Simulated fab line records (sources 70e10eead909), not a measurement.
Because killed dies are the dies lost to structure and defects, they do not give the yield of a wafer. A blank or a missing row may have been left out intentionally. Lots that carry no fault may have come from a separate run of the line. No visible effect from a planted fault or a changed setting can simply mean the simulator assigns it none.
A lot that was struck, set against a sound lot / flow nand harc / 31 out of 1159 route steps
Sound: the wafers L944.1, L944.2, L944.3. Struck: wafers L935.2, L935.5, L935.6. The cause comes at the end.
For every step that has rows: the tool of each side, followed by ch and its chambers, followed by its first start. Under that, the readings that differ: sound wafers / struck wafers / difference of the means / sigmas: that difference in standard deviations of wafers without a fault.
alike: words and numbers the same on both sides, and readings whose means are apart by under 2 such deviations; not compared: readings that were withheld, readings missing a value for some wafer, numbers with overlapping values and no deviation given by the record, and bounds like >300 which may hide the same value.
The two part at a step that has a row with sigmas, a row that says differs or no value, or rows on one side only. Non-overlapping numbers with no deviation appear without sigmas and do not part them. Lack of a reading on every wafer of one side parts them only where that side has two or more wafers.

first, 9 steps without rows for these wafers: NHARC_A_CHANNEL_HOLE_D1_COAT_04 (resist thk 90 nm); NHARC_A_CHANNEL_HOLE_D1_SOFTBAKE_05 (time 55 s); NHARC_A_CHANNEL_HOLE_D1_EBR_06; NHARC_A_CHANNEL_HOLE_D1_EXPOSE_07 (exposes mask HOLE D1, target cd 100 nm); NHARC_A_CHANNEL_HOLE_D1_PEB_08 (peb time 65 s); NHARC_A_CHANNEL_HOLE_D1_DEVELOP_09 (develop time 35 s); NHARC_A_CHANNEL_HOLE_D1_DESCUM_15 (chemistry O2, time 3 s); NHARC_A_CHANNEL_HOLE_D1_ETCH_38 (etches the open film in CF4, target depth 39 nm, time 65 s); NHARC_A_CHANNEL_HOLE_D1_ETCH_39 (etches the open film in N2/H2, target depth 260 nm, time 325 s).
NHARC_A_CHANNEL_HOLE_D1_ETCH_34: etches the open film in CF4/CHF3, target depth 154 nm, time 77 s.
  sound on rie diel-05 ch 0,1,2, day 12 21:59; struck on rie diel-13 ch 0,1, day 11 17:40
  alike: drypump motor current A, oes product au, rf fwd power W, rf vpp V, showerhead plenum p Torr, throttle valve pct
  not compared: rf hours counter h
then, 18 steps without rows for these wafers: NHARC_A_CHANNEL_HOLE_D1_ETCH_16 (etches the open film in O2/COS, target depth 3100 nm, time 806 s); NHARC_A_CHANNEL_HOLE_D1_ETCH_19 (etches the open film in C4F8/O2/Ar, time 34.5 s); NHARC_A_CHANNEL_HOLE_D1_ETCH_20 (etches the open film in C4F8/O2/Ar, time 361.9 s, target depth 1600 nm); NHARC_A_CHANNEL_HOLE_D1_ETCH_21 (etches the open film in C4F8/O2/Ar, time 514.3 s, target depth 1600 nm); NHARC_A_CHANNEL_HOLE_D1_ETCH_22 (etches the open film in C4F8/O2/Ar, time 666.7 s, target depth 1600 nm); NHARC_A_CHANNEL_HOLE_D1_ETCH_23 (etches the open film in C4F8/O2/Ar, time 819 s, target depth 1600 nm); NHARC_A_CHANNEL_HOLE_D1_ETCH_24 (etches the open film in C4F8/O2/Ar, time 906.2 s, target depth 1500 nm); NHARC_A_CHANNEL_HOLE_D1_ETCH_25 (etches the open film in C4F8/O2/Ar, time 1040.2 s, target depth 1500 nm); NHARC_A_CHANNEL_HOLE_D1_ETCH_26 (etches the open film in C4F8/O2/Ar, time 224.1 s, target depth 300 nm); NHARC_A_CHANNEL_HOLE_D1_ETCH_33 (etches the open film in C4F8/O2/Ar, time 90 s, target depth 400 nm); NHARC_A_CHANNEL_HOLE_D1_STRIP_41 (strips in N2/H2); NHARC_A_CHANNEL_HOLE_D1_STRIP_42 (strips in CF4/CHF3); NHARC_A_CHANNEL_HOLE_D1_STRIP_43 (strips in O2/COS); NHARC_A_CHANNEL_HOLE_D1_ETCH_44 (etches the open film in CF4/O2, target depth 140 nm, overetch 14 nm, time 77 s); NHARC_A_CHANNEL_HOLE_D1_STRIP_27 (strips in O2); NHARC_A_CHANNEL_HOLE_D1_PRECLEAN_28 (cleans in SC1); NHARC_A_CHANNEL_HOLE_D1_SRD_29; NHARC_A_CHANNEL_HOLE_D1_XSEM_31.
NHARC_A_CHANNEL_HOLE_D1_INSPECT_40:
  sound on defect inspect-01, day 13 04:28; struck on defect inspect-02, day 12 00:08
reading=raw defect count; sound=92 69 70; struck=1007 1011 997; difference=+928; sigmas=+58
then, 1 step without rows for these wafers: NHARC_A_CHANNEL_FILL_D1_PRECLEAN_00 (cleans in SC1).
-- record jumps: 11 days between struck wafers' starts before vs after; left off in module A_CHANNEL_FILL_D1, resumes in module END, first step shown is number 1159 of the route --
NHARC_END_SORT_01:
  at this point the record logs the struck wafers (prober-02 ch 0, day 22 17:37) and has no rows for the sound ones

## WHERE THEY PART
First at NHARC_A_CHANNEL_HOLE_D1_INSPECT_40; last, within this record, at NHARC_END_SORT_01.

WHY: the cause the simulator had injected
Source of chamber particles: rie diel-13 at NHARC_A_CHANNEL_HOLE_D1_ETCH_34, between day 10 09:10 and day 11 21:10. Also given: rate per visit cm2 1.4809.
